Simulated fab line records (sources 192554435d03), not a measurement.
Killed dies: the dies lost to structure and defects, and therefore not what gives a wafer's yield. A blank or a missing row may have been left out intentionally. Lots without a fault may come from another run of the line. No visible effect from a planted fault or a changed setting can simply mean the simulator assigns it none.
fab line records	flow n5-finfet
record lots=6	wafers=18	last-day=18
route steps=1938 shown FIN_SAQP@130 BEOL_M4@1111 PASSIVATION@1936
lots untouched by any fault: they come from a run of this same line in which no faults occurred
start-h: start of the lot's first displayed wafer, in hours after the record's first day	wait-h: hours elapsed since this lot's preceding step	" identical to the entry in the row above	L1.1+2: a single row standing in for several wafers	- no value, or no start given	* or withheld: withheld	< > ~ a bound
route shown NAME@n: names a module that has steps shown in the file, with the first one's number in the route	usual: the fault-free wafers' mean and standard deviation	same: alike in all rows	chamber/n: place in a boat	sites: readings site by site	_std_site: the standard deviation of these	_edge_site: mean of outer sites minus mean of inner sites	radius-mm: for every site, how far away it sits from the centre of the wafer	mask NAME#n: copy n	behind: tool/chamber where the wafer was last shaped	hold: cause of the lot's hold/its duration in hours/its outcome	device: the n, p or np transistor that did not switch	end of line: the tests these same wafers got at the end of their route	a step with no rows: only its recipe	killed: dies lost to structure and defects at the first sort, not the wafer's yield	map: per-die view of a wafer (x killed, . not killed, _ where there is no die)
set.NAME: the setting the step ran with; set.NAME@STEP: the setting that earlier step ran with	model.NAME: the simulator's own value behind a step, which no gauge read
a table for each step, a row for each wafer; lots at some steps of the route
services: from which hour (start-h, from the record's first day; less than 0 if before it) a tool's chamber was out of use, for how many hours, and why
## steps
# step N5_FIN_SAQP_ETCH_65
# recipe chemistry=CF4	target=SiO2	target-depth-a=40	ion-energy-ev=350	time-s=4.4	pressure-mtorr=10	icp-w=800	bias-w=400	cf4-flow-sccm=80
# step N5_FIN_SAQP_MANDREL_ETCH_58
# recipe chemistry=HBr/Cl2	target=a-Si	target-depth-a=450	bt-time-s=10	stop-on=SiNx	mask-material=SiO2	over-etch-frac=0.8	time-s=27	pressure-mtorr=10	icp-w=800	bias-w=75	HBr_flow_sccm=150	Cl2_flow_sccm=80	ends=end-point
# step N5_FIN_SAQP_RECESS_63
# recipe chemistry=HF/NH3	target=SiO2	target-depth-a=180	afs-cycles=3	temp-c=30	sublimation-temp-c=180	sublimation-time-s=60
# usual drypump-motor-current-A=5.6/0.66
lot.wafer	tool	chamber	start-h	wait-h	drypump-motor-current-A
L197.3	vapor-etch-02	1	48.19	0.2	4.8
L197.5	"	0	"	"	5.6
L197.6	"	1	"	"	4.8
L202.1	vapor-etch-02	0	78.43	0.1	5.6
L202.2	"	1	"	"	4.8
L202.4	"	0	"	"	5.6
L204.2	vapor-etch-02	0	92.07	0.1	5.6
L204.3	"	1	"	"	4.8
L204.4	"	0	"	"	5.6
L214.2	vapor-etch-02	0	150.92	0.1	5.6
L214.3	"	0	"	"	5.6
L214.4	"	1	"	"	4.8
L215.3	vapor-etch-02	1	156.98	0.2	4.8
L215.5	"	0	"	"	5.6
L215.6	"	1	"	"	4.8
L216.1	vapor-etch-02	0	163.69	0.1	5.6
L216.2	"	1	"	"	4.8
L216.5	"	0	"	"	5.6
# step N5_FIN_SAQP_COAT_68
# recipe resist=SOC	temp-c=250	time-s=60	spin-rpm=1500	resist-thk-nm=100
# step N5_FIN_SAQP_ETCH_69
# recipe chemistry=N2/H2	target=SOC	target-depth-a=1500	stop-on=SiNx	ion-energy-ev=100	bias-w=61	pressure-mtorr=30	source-w=850	n2-flow-sccm=200	h2-flow-sccm=200
# step N5_FIN_SAQP_ETCH_67
# recipe chemistry=CH3F/O2	target=SiNx	target-depth-a=300	mask-material=SOC	pressure-mtorr=30	source-w=395	bias-w=73	Ar_flow_sccm=150	CH3F_flow_sccm=30	O2_flow_sccm=20	ion-energy-ev=120
# usual drypump-motor-current-A=5.6/0.51	oes-product-au=0.74/0.068	rf-vpp-V=295/6.9	showerhead-plenum-p-Torr=1.99/0.064	throttle-valve-pct=16.34/0.18
lot.wafer	tool	chamber	start-h	wait-h	drypump-motor-current-A	oes-product-au	rf-hours-counter-h	rf-vpp-V	showerhead-plenum-p-Torr	throttle-valve-pct
L197.3	rie-diel-01	0	48.58	0.0	6.0	0.73	161	305	2.08	16.34
L197.5	"	0	"	"	6.0	0.73	-	304	2.08	16.34
L197.6	"	3	"	"	5.7	0.68	-	302	1.97	16.34
L202.1	rie-diel-05	3	78.96	0.0	4.8	0.74	156	297	2.08	16.30
L202.2	"	0	"	"	5.2	0.72	152	288	2.00	16.14
L202.4	"	2	"	"	6.2	0.74	162	287	1.92	16.57
L204.2	rie-diel-05	3	92.58	0.0	4.8	0.75	161	298	2.08	16.31
L204.3	"	2	"	"	6.2	0.73	166	287	1.92	16.58
L204.4	"	0	"	"	5.2	0.72	157	287	1.99	16.14
L214.2	rie-diel-01	2	151.43	0.0	5.5	0.96	6	295	2.13	15.91
L214.3	"	1	"	"	5.9	0.72	171	307	2.06	16.41
L214.4	"	2	"	"	5.5	0.97	-	294	2.13	15.90
L215.3	rie-diel-01	0	157.51	0.0	6.0	0.70	202	305	2.06	16.42
L215.5	"	2	"	"	5.5	0.96	-	295	2.13	15.90
L215.6	"	3	"	"	5.7	0.95	-	299	1.96	15.90
L216.1	rie-diel-05	3	164.43	0.0	4.8	0.72	187	295	2.07	16.35
L216.2	"	2	"	"	6.3	0.71	192	285	1.91	16.64
L216.5	"	3	"	"	4.8	0.72	-	297	2.07	16.36
# step N5_FIN_SAQP_STRIP_70
# recipe chemistry=N2/H2	power-w=500	temp-c=40	pressure-mtorr=50	rf-frequency-hz=6e+07	overash-fraction=0.3	bias-power-w=28	h2-frac=0.5	n2-flow-sccm=300	h2-flow-sccm=300
# usual drypump-motor-current-A=5.6/0.5	oes-product-au=0.74/0.064	rf-vpp-V=121.9/1	showerhead-plenum-p-Torr=3.35/0.11	throttle-valve-pct=18.8/0.36
lot.wafer	tool	chamber	start-h	wait-h	drypump-motor-current-A	oes-product-au	rf-hours-counter-h	rf-vpp-V	showerhead-plenum-p-Torr	throttle-valve-pct
L197.3	rie-diel-01	0	48.62	0.0	6.0	0.72	161	124.1	3.50	19.0
L197.5	"	0	"	"	6.0	0.73	-	122.8	3.50	19.0
L197.6	"	3	"	"	5.7	0.69	-	121.9	3.32	18.8
L202.1	rie-diel-05	3	79.00	0.0	4.8	0.73	156	122.4	3.50	18.7
L202.2	"	0	"	"	5.2	0.72	152	121.2	3.34	18.3
L202.4	"	2	"	"	6.2	0.72	162	122.7	3.24	19.2
L204.2	rie-diel-05	3	92.62	0.0	4.8	0.73	161	123.2	3.50	18.7
L204.3	"	2	"	"	6.3	0.73	166	122.2	3.23	19.2
L204.4	"	0	"	"	5.2	0.71	157	121.6	3.34	18.3
L214.2	rie-diel-01	2	151.47	0.0	5.6	0.97	6	122.8	3.57	18.1
L214.3	"	1	"	"	5.9	0.72	171	123.3	3.47	19.0
L214.4	"	2	"	"	5.6	0.97	-	123.4	3.57	18.1
L215.3	rie-diel-01	0	157.55	0.0	6.0	0.69	202	121.1	3.47	19.1
L215.5	"	2	"	"	5.5	0.97	-	121.9	3.57	18.1
L215.6	"	3	"	"	5.7	0.93	-	121.7	3.29	18.3
L216.1	rie-diel-05	3	164.47	0.0	4.8	0.72	187	122.2	3.49	18.7
L216.2	"	2	"	"	6.2	0.70	192	120.7	3.22	19.2
L216.5	"	3	"	"	4.8	0.72	-	123.4	3.49	18.7
# step N5_FIN_SAQP_RECESS_71
# recipe chemistry=HF/NH3	target=SiO2	target-depth-a=30	afs-cycles=1	temp-c=30	sublimation-temp-c=180	sublimation-time-s=60
# usual drypump-motor-current-A=5.6/0.67
lot.wafer	tool	chamber	start-h	wait-h	drypump-motor-current-A
L197.3	vapor-etch-02	0	48.72	0.1	5.6
L197.5	"	0	"	"	5.6
L197.6	"	1	"	"	4.8
L202.1	vapor-etch-02	0	79.06	0.0	5.6
L202.2	"	1	"	"	4.8
L202.4	"	1	"	"	4.8
L204.2	vapor-etch-01	1	92.68	0.0	6.7
L204.3	"	0	"	"	5.4
L204.4	"	1	"	"	6.7
L214.2	vapor-etch-02	0	151.53	0.0	5.6
L214.3	"	0	"	"	5.6
L214.4	"	1	"	"	4.8
L215.3	vapor-etch-01	1	157.65	0.1	6.6
L215.5	"	1	"	"	6.7
L215.6	"	0	"	"	5.4
L216.1	vapor-etch-02	0	164.54	0.0	5.6
L216.2	"	1	"	"	4.8
L216.5	"	1	"	"	4.8
# step N5_FIN_SAQP_SPACER2_ALD_28
# recipe material=SiO2	target-thk-a=81	temp-c=300	ald-precursor-family=BDEAS	ald-co-reactant=O2-plasma	pulse-time-s=1	purge-time-s=2	co-reactant-purge-time-s=2	pressure-torr=2
# step N5_FIN_SAQP_SPACER2_ETCHBACK_29
# recipe chemistry=CHF3/O2	mode=anisotropic-etchback	target=SiO2	target-depth-a=122	time-s=6.1	pressure-mtorr=30	source-w=650	bias-w=170	Ar_flow_sccm=200	CHF3_flow_sccm=50	O2_flow_sccm=5	ion-energy-ev=200
# step N5_FIN_SAQP_MANDREL2_REMOVE_60
# recipe chemistry=HBr/Cl2/O2	bt-time-s=10	target=a-Si	stop-on=SiNx	endpoint=OES-SiCl	over-etch-frac=1	icp-w=600	bias-w=22	HBr_flow_sccm=150	Cl2_flow_sccm=80	O2_flow_sccm=5	pressure-mtorr=10
# usual drypump-motor-current-A=5.6/0.56	oes-product-au=1.002/0.016	throttle-valve-pct=36.68/0.29
# same bt-time-s=10
lot.wafer	tool	chamber	start-h	wait-h	drypump-motor-current-A	oes-product-au	rf-hours-counter-h	throttle-valve-pct
L197.3	rie-si-03	0	49.24	0.1	5.9	1.018	128	36.41
L197.5	"	2	"	"	4.9	0.986	-	36.71
L197.6	"	3	"	"	6.0	0.987	-	36.74
L202.1	rie-si-03	3	79.62	0.1	6.0	0.983	19	36.75
L202.2	"	2	"	"	4.9	0.987	13	36.73
L202.4	"	3	"	"	6.0	0.977	-	36.72
L204.2	rie-si-03	3	93.36	0.1	6.0	0.983	19	36.73
L204.3	"	1	"	"	6.1	0.975	5	36.75
L204.4	"	2	"	"	4.9	0.987	13	36.72
L214.2	rie-si-05	0	152.99	0.1	5.6	1.011	94	36.67
L214.3	"	3	"	"	5.7	1.015	3	36.65
L214.4	"	1	"	"	4.9	0.992	4	36.93
L215.3	rie-si-03	2	158.29	0.1	5.0	0.978	15	36.70
L215.5	"	0	"	"	5.9	1.022	-	36.39
L215.6	"	1	"	"	6.1	0.974	-	36.75
L216.1	rie-si-04	1	165.10	0.1	5.8	1.007	32	36.87
L216.2	"	3	"	"	4.7	1.005	111	35.90
L216.5	"	2	"	"	4.7	0.998	-	37.24
# step N5_FIN_SAQP_CD_MEAS_31
# recipe target-cd-nm=8	landing-energy-ev=1000	detector=se-inlens	polarity=line
# usual cd-nm=8.11/0.26
lot.wafer	tool	chamber	start-h	wait-h	cd-nm
L197.3	cd-sem-02	0	49.35	0.1	8.33
L197.5	"	0	"	"	7.90
L197.6	"	0	"	"	7.84
L202.1	cd-sem-03	0	79.74	0.1	7.65
L202.2	"	0	"	"	7.64
L202.4	"	0	"	"	7.93
L204.2	cd-sem-01	0	93.47	0.1	7.77
L204.3	"	0	"	"	8.64
L204.4	"	0	"	"	8.05
L214.2	cd-sem-03	0	153.10	0.1	8.43
L214.3	"	0	"	"	8.03
L214.4	"	0	"	"	7.76
L215.3	cd-sem-02	0	158.41	0.1	7.81
L215.5	"	0	"	"	8.11
L215.6	"	0	"	"	8.24
L216.1	cd-sem-01	0	165.21	0.1	8.08
L216.2	"	0	"	"	8.13
L216.5	"	0	"	"	8.46
# step N5_FIN_SAQP_HM_OPEN_33
# recipe chemistry=CH3F/O2	target=SiNx	mask-material=SiO2	target-depth-a=494	time-s=70.6	pressure-mtorr=30	source-w=395	bias-w=73	Ar_flow_sccm=150	CH3F_flow_sccm=30	O2_flow_sccm=20	ion-energy-ev=120	ends=cleared
# usual drypump-motor-current-A=5.6/0.48	etch-rf-on-time-s=69.5/1.9	oes-product-au=0.63/0.051	rf-vpp-V=295/7	showerhead-plenum-p-Torr=2.00/0.069	throttle-valve-pct=16.33/0.16
lot.wafer	tool	chamber	start-h	wait-h	drypump-motor-current-A	etch-rf-on-time-s	oes-product-au	rf-hours-counter-h	rf-vpp-V	showerhead-plenum-p-Torr	throttle-valve-pct
L197.3	rie-diel-01	1	49.40	0.0	5.9	66.1	0.65	127	307	2.08	16.32
L197.5	"	2	"	"	5.5	69.1	0.61	-	291	1.89	16.28
L197.6	"	1	"	"	5.9	67.0	0.64	-	309	2.08	16.33
L202.1	rie-diel-05	2	79.79	0.0	6.2	66.5	0.63	162	286	1.92	16.56
L202.2	"	0	"	"	5.2	69.2	0.63	152	285	2.00	16.09
L202.4	"	3	"	"	4.8	68.6	0.64	157	296	2.08	16.29
L204.2	rie-diel-05	2	93.60	0.1	6.2	67.7	0.62	166	286	1.92	16.57
L204.3	"	3	"	"	4.8	67.9	0.63	161	297	2.08	16.29
L204.4	"	2	"	"	6.2	68.8	0.62	-	287	1.92	16.57
L214.2	rie-diel-05	2	153.15	0.0	6.2	69.1	0.60	188	286	1.91	16.61
L214.3	"	0	"	"	5.2	55.1	0.71	176	287	1.99	16.18
L214.4	"	1	"	"	5.4	74.8	0.61	174	291	1.98	16.42
L215.3	rie-diel-03	1	158.53	0.1	5.4	70.0	0.77	19	294	1.97	15.88
L215.5	"	3	"	"	6.4	72.3	0.66	-	293	1.92	16.52
L215.6	"	0	"	"	5.2	71.5	0.79	-	299	2.17	16.16
L216.1	rie-diel-05	3	165.26	0.0	4.8	69.8	0.62	187	296	2.07	16.34
L216.2	"	0	"	"	5.2	52.8	0.71	181	286	1.99	16.18
L216.5	"	2	"	"	6.2	69.0	0.60	-	285	1.91	16.62
# step N5_FIN_SAQP_ETCH_34
# recipe chemistry=C4F6/O2	target=SiO2	target-depth-a=450	time-s=15	ion-energy-ev=250	pressure-mtorr=30	source-w=345	bias-w=185	Ar_flow_sccm=300	C4F6_flow_sccm=10	O2_flow_sccm=10	ends=cleared
# step N5_BEOL_M4_RC_MEAS_101
# usual DIBL_N=37.0/2.3	DIBL_P=37.3/2.8	IOFF_N=0.17/0.046	IOFF_P=0.23/0.054	ION_N=675/14	ION_P=460/9.3	SS_N=71.7/0.73	SS_P=73.6/0.95	VT_N=249/3.9	VT_P=-250/3.9
lot.wafer	tool	chamber	start-h	wait-h	DIBL_N[mV/V]	DIBL_P[mV/V]	IOFF_N[nA/um]	IOFF_P[nA/um]	ION_N[uA/um]	ION_P[uA/um]	SS_N[mV/dec]	SS_P[mV/dec]	VT_N[mV]	VT_P[mV]
L197.3	prober-01	0	194.21	0.3	33.4	34.9	0.12	0.19	671	471	70.7	72.2	251	-251
L197.5	"	0	"	"	36.8	38.8	0.16	0.25	681	471	71.7	73.7	254	-249
L197.6	"	0	"	"	38.5	39.1	0.18	0.26	674	462	71.8	73.7	248	-249
L202.1	prober-02	0	222.25	0.0	41.1	40.8	0.26	0.35	680	466	73.5	75.3	245	-241
L202.2	"	0	"	"	36.6	36.5	0.16	0.24	683	471	71.4	73.0	250	-247
L202.4	"	0	"	"	34.0	33.0	0.12	0.19	646	451	71.2	71.9	252	-250
L204.2	prober-01	0	235.57	0.2	37.3	37.4	0.15	0.23	662	455	71.4	74.5	252	-248
L204.3	"	0	"	"	39.7	38.7	0.21	0.24	677	461	72.4	73.9	246	-251
L204.4	"	0	"	"	36.2	34.4	0.14	0.17	664	452	71.6	72.6	253	-254
L214.2	prober-01	0	308.62	0.2	39.6	37.7	0.20	0.23	664	454	72.1	73.7	244	-255
L214.3	"	0	"	"	37.4	36.2	0.14	0.21	645	443	72.1	73.6	253	-253
L214.4	"	0	"	"	37.9	36.0	0.15	0.19	664	451	71.7	73.2	255	-253
L216.1	prober-01	0	317.82	0.0	38.0	41.1	0.18	0.23	674	454	72.3	74.7	250	-254
L216.2	"	0	"	"	38.0	40.4	0.19	0.21	681	459	72.0	73.8	250	-251
L216.5	"	0	"	"	37.7	39.3	0.19	0.20	666	449	72.0	74.9	249	-256
L215.3	prober-02	0	320.02	0.3	34.7	34.0	0.13	0.18	655	449	71.6	73.3	252	-252
L215.5	"	0	"	"	42.4	44.0	0.32	0.37	699	473	74.0	75.3	242	-244
L215.6	"	0	"	"	37.3	38.3	0.20	0.25	673	458	72.0	74.7	248	-248
# step N5_PASSIVATION_PROBE_49
# usual defect-limited-yield=91.5/1.3	killed_at_M0_to_M3=36/10	killed_at_M4_up=13/4.7	killed-at-contacts=13/6.7	killed-at-front-end=37/9.7	killed-at-other=2.6/2.3	killed-dies=101/15	killed-open=67/12	killed-short=32/6.7	sort_bin_4_leakage=0.0/0.31	sort_bin_5_function=5.0/0.89	sort_bin_6_memory=3.2/0.63	sort_bin_8_speed=0.01/0.03	sort-n-pass=1079/16	sort-yield-pct=91.4/1.4
# same gross-dies=1180	killed-at-back-side=0
lot.wafer	tool	chamber	start-h	wait-h	defect-limited-yield[%]	killed_at_M0_to_M3	killed_at_M4_up	killed-at-contacts	killed-at-front-end	killed-at-other	killed-dies	killed-open	killed-short	sort_bin_4_leakage[%]	sort_bin_5_function[%]	sort_bin_6_memory[%]	sort_bin_8_speed[%]	sort-n-pass	sort-yield-pct[%]
L197.3	prober-01	-	313.08	0.1	91.4	38	8	12	43	0	101	72	27	0	5.3	3.2	0	1079	91.4
L197.5	prober-01	-	313.18	0.2	93.1	39	9	9	24	0	81	54	25	0	4.5	2.3	0	1099	93.1
L197.6	prober-01	-	313.23	0.3	90.9	36	10	28	32	1	107	79	23	0	5.4	3.1	0	1073	90.9
L202.1	prober-02	-	335.82	0.0	91.7	33	13	12	38	2	98	65	27	0	5.5	2.7	0	1082	91.7
L202.2	prober-02	-	335.87	0.1	92.3	26	17	12	35	1	91	64	26	0	4.3	3.1	0	1089	92.3
L202.4	prober-02	-	335.97	0.2	92.5	31	6	8	42	2	89	64	25	0	4.7	2.8	0.25	1088	92.2
L204.2	prober-02	-	349.44	0.1	89.7	48	16	23	34	0	121	82	37	0	6.0	3.8	0	1059	89.7
L204.3	prober-02	-	349.49	0.1	89.8	47	16	17	34	6	120	78	34	0	6.1	3.3	0	1060	89.8
L204.4	prober-02	-	349.54	0.2	91.5	34	21	15	28	2	100	68	30	0	4.0	4.1	0	1080	91.5
L214.2	prober-02	-	415.86	0.1	92.5	26	10	9	40	3	88	54	29	0	4.7	2.5	0	1092	92.5
L214.3	prober-02	-	415.91	0.1	90.2	29	9	25	50	3	116	63	43	0	4.9	3.8	0	1064	90.2
L214.4	prober-02	-	415.96	0.2	89.1	34	21	20	52	2	129	88	39	0	6.4	4.2	0	1051	89.1
L216.1	prober-02	-	437.77	0.9	90.3	53	17	11	32	1	114	80	34	0	5.7	3.6	0	1066	90.3
L216.2	prober-02	-	437.82	1.0	90.2	61	7	11	35	2	116	86	28	0	5.3	4.5	0	1064	90.2
L216.5	prober-02	-	437.97	1.1	89.4	50	19	21	34	1	125	84	40	0	6.6	3.4	0	1055	89.4
L215.3	prober-02	-	439.20	0.1	91.4	32	17	22	30	1	102	67	30	0	5.3	3.1	0	1078	91.4
L215.5	prober-02	-	439.30	0.2	91.5	34	11	16	35	4	100	56	43	0.8	5.2	3.0	0	1070	90.7
L215.6	prober-02	-	439.35	0.3	91.8	27	10	18	39	3	97	71	26	0	4.8	3.1	0	1083	91.8
# killed by level:class
L197.3 STI_FIN_REVEAL:geometric-particle:open=13 MOL_CONTACT_COAG:geometric-particle:open=11 BEOL_M3:geometric-particle:open=9 GATE_CUT:geometric-particle:open=7 BEOL_M0_SAQP:geometric-particle:short=7 GATE_CUT:geometric-particle:short=6 BEOL_M2:geometric-particle:open=6 BEOL_M0_SAQP:geometric-particle:open=5
L197.5 BEOL_M2:geometric-particle:open=8 STI_FIN_REVEAL:geometric-particle:open=8 BEOL_M0_SAQP:geometric-particle:short=8 MOL_CONTACT_COAG:geometric-particle:open=7 BEOL_M3:geometric-particle:open=7 BEOL_M0_SAQP:geometric-particle:open=6 FIN_SAQP:geometric-particle:open=4 BEOL_M1:geometric-particle:open=4
L197.6 MOL_CONTACT_COAG:geometric-particle:open=24 BEOL_M2:geometric-particle:open=10 BEOL_M3:geometric-particle:open=10 BEOL_M1:geometric-particle:open=8 STI_FIN_REVEAL:geometric-particle:open=7 HKMG_FIN:area-etch=5 STI_FIN_REVEAL:geometric-particle:short=4 GATE_CUT:geometric-particle:short=4
L202.1 STI_FIN_REVEAL:geometric-particle:open=9 BEOL_M1:geometric-particle:open=9 MOL_CONTACT_COAG:geometric-particle:open=8 BEOL_M0_SAQP:geometric-particle:open=6 FIN_CUT:area-etch=6 DUMMY_GATE:geometric-particle:open=5 BEOL_M0_SAQP:geometric-particle:short=5 FIN_SAQP:geometric-particle:short=4
L202.2 MOL_CONTACT_COAG:geometric-particle:open=11 FIN_SAQP:geometric-particle:open=8 BEOL_M0_SAQP:geometric-particle:open=7 STI_FIN_REVEAL:geometric-particle:open=6 BEOL_M4:geometric-particle:open=5 FIN_SAQP:geometric-particle:short=4 GATE_CUT:geometric-particle:short=4 BEOL_M7:geometric-particle:open=4
L202.4 STI_FIN_REVEAL:geometric-particle:open=13 BEOL_M1:geometric-particle:open=10 FIN_SAQP:geometric-particle:open=9 FIN_SAQP:geometric-particle:short=7 MOL_CONTACT_COAG:geometric-particle:open=7 BEOL_M0_SAQP:geometric-particle:short=7 GATE_CUT:geometric-particle:short=6 BEOL_M0_SAQP:geometric-particle:open=6
L204.2 MOL_CONTACT_COAG:geometric-particle:open=17 STI_FIN_REVEAL:geometric-particle:open=14 BEOL_M0_SAQP:geometric-particle:short=12 BEOL_M0_SAQP:geometric-particle:open=11 BEOL_M4:geometric-particle:open=8 BEOL_M3:geometric-particle:open=8 MOL_CONTACT_COAG:geometric-particle:short=6 STI_FIN_REVEAL:geometric-particle:short=4
L204.3 MOL_CONTACT_COAG:geometric-particle:open=15 BEOL_M2:geometric-particle:open=14 BEOL_M4:geometric-particle:open=11 BEOL_M1:geometric-particle:open=9 BEOL_M0_SAQP:geometric-particle:short=8 BEOL_M0_SAQP:geometric-particle:open=7 HKMG_FIN:area-etch=7 GATE_CUT:geometric-particle:short=5
L204.4 MOL_CONTACT_COAG:geometric-particle:open=10 BEOL_M0_SAQP:geometric-particle:short=9 BEOL_M3:geometric-particle:open=9 STI_FIN_REVEAL:geometric-particle:open=8 BEOL_M4:geometric-particle:open=8 BEOL_M2:geometric-particle:open=6 DUMMY_GATE:geometric-particle:open=5 MOL_CONTACT_COAG:geometric-particle:short=4
L214.2 FIN_SAQP:geometric-particle:open=8 MOL_CONTACT_COAG:geometric-particle:open=7 BEOL_M1:geometric-particle:open=6 STI_FIN_REVEAL:geometric-particle:open=5 GATE_CUT:geometric-particle:short=5 FIN_SAQP:geometric-particle:short=4 BEOL_M3:geometric-particle:open=4 BEOL_M4:geometric-particle:open=4
L214.3 MOL_CONTACT_COAG:geometric-particle:open=20 STI_FIN_REVEAL:geometric-particle:open=12 HKMG_FIN:area-etch=9 BEOL_M2:geometric-particle:open=8 FIN_SAQP:geometric-particle:short=6 BEOL_M1:geometric-particle:short=6 GATE_CUT:geometric-particle:short=5 MOL_CONTACT_COAG:geometric-particle:short=5
L214.4 STI_FIN_REVEAL:geometric-particle:open=20 MOL_CONTACT_COAG:geometric-particle:open=15 FIN_SAQP:geometric-particle:short=11 BEOL_M2:geometric-particle:open=8 FIN_SAQP:geometric-particle:open=5 MOL_CONTACT_COAG:geometric-particle:short=5 BEOL_M0_SAQP:geometric-particle:short=5 BEOL_M1:geometric-particle:open=5
L216.1 BEOL_M3:geometric-particle:open=11 MOL_CONTACT_COAG:geometric-particle:open=9 BEOL_M1:geometric-particle:open=8 BEOL_M2:geometric-particle:open=8 BEOL_M0_SAQP:geometric-particle:open=7 BEOL_M1:geometric-particle:short=6 STARTING-WAFER:geometric-particle:open=6 FIN_SAQP:geometric-particle:open=5
L216.2 BEOL_M0_SAQP:geometric-particle:open=17 BEOL_M2:geometric-particle:open=16 STI_FIN_REVEAL:geometric-particle:open=12 MOL_CONTACT_COAG:geometric-particle:open=10 BEOL_M3:geometric-particle:open=10 BEOL_M0_SAQP:geometric-particle:short=9 FIN_SAQP:geometric-particle:open=4 FIN_SAQP:geometric-particle:short=4
L216.5 MOL_CONTACT_COAG:geometric-particle:open=17 FIN_SAQP:geometric-particle:open=12 BEOL_M0_SAQP:geometric-particle:open=11 BEOL_M0_SAQP:geometric-particle:short=11 BEOL_M1:geometric-particle:open=7 BEOL_M2:geometric-particle:open=6 BEOL_M3:geometric-particle:open=6 FIN_SAQP:geometric-particle:short=5
L215.3 MOL_CONTACT_COAG:geometric-particle:open=16 BEOL_M2:geometric-particle:open=9 STI_FIN_REVEAL:geometric-particle:open=7 GATE_CUT:geometric-particle:short=6 MOL_CONTACT_COAG:geometric-particle:short=6 BEOL_M1:geometric-particle:open=6 BEOL_M3:geometric-particle:open=6 BEOL_M4:geometric-particle:open=6
L215.5 MOL_CONTACT_COAG:geometric-particle:open=12 FIN_SAQP:geometric-particle:open=10 BEOL_M0_SAQP:geometric-particle:open=7 FIN_SAQP:geometric-particle:short=6 BEOL_M2:geometric-particle:open=6 BEOL_M0_SAQP:geometric-particle:short=6 BEOL_M1:geometric-particle:open=5 BEOL_M4:geometric-particle:open=5
L215.6 MOL_CONTACT_COAG:geometric-particle:open=17 STI_FIN_REVEAL:geometric-particle:open=8 BEOL_M1:geometric-particle:open=7 FIN_SAQP:geometric-particle:short=6 FIN_SAQP:geometric-particle:open=6 BEOL_M0_SAQP:geometric-particle:short=5 BEOL_M0_SAQP:geometric-particle:open=5 GATE_CUT:geometric-particle:open=4
## services
tool	chamber	start-h	hours	kind
rie-diel-03	-	37.29	15.6	pm
rie-diel-01	0	55.61	8.9	repair
rie-diel-03	2	62.77	34.7	repair
rie-si-03	0	68.72	12.9	repair
rie-diel-05	-	71.97	0.2	repair
rie-diel-01	2	91.24	11.0	repair
rie-diel-05	1	93.44	4.1	repair
rie-diel-03	1	97.59	-	clean
rie-diel-03	1	97.59	-	consumable-replace:focus-ring
rie-diel-03	1	97.59	16.3	scheduled-down
rie-diel-03	1	97.59	16.3	vent-cycle
rie-diel-01	2	119.57	-	clean
rie-diel-01	2	119.57	-	consumable-replace:focus-ring
rie-diel-01	2	119.57	-	consumable-replace:showerhead
rie-diel-01	2	119.57	18.6	scheduled-down
rie-diel-01	2	119.57	18.6	vent-cycle
rie-diel-03	0	123.05	-	clean
rie-diel-03	0	123.05	-	consumable-replace:focus-ring
rie-diel-01	3	138.40	-	clean
rie-diel-01	3	138.40	-	consumable-replace:focus-ring
rie-diel-01	3	138.40	15.9	scheduled-down
rie-diel-01	3	138.40	15.9	vent-cycle
vapor-etch-01	-	151.30	2.8	pm
rie-si-05	1	162.07	3.3	repair
## key
first-sign step=N5_FIN_SAQP_HM_OPEN_33	reading=etch-rf-on-time-s	direction=down	sigmas=8.2	usual=*	struck=*
effect none on later readings
met-at N5_FIN_SAQP_HM_OPEN_33
struck-wafers L214.3,L216.2
onset-between 79.79 153.15
fault kind=process-parameter-drift	tool=rie-diel-05	chamber=0	onset-h=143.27	steps=N5_FIN_SAQP_HM_OPEN_33	channel=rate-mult	offset=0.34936	shape=step	end-h=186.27
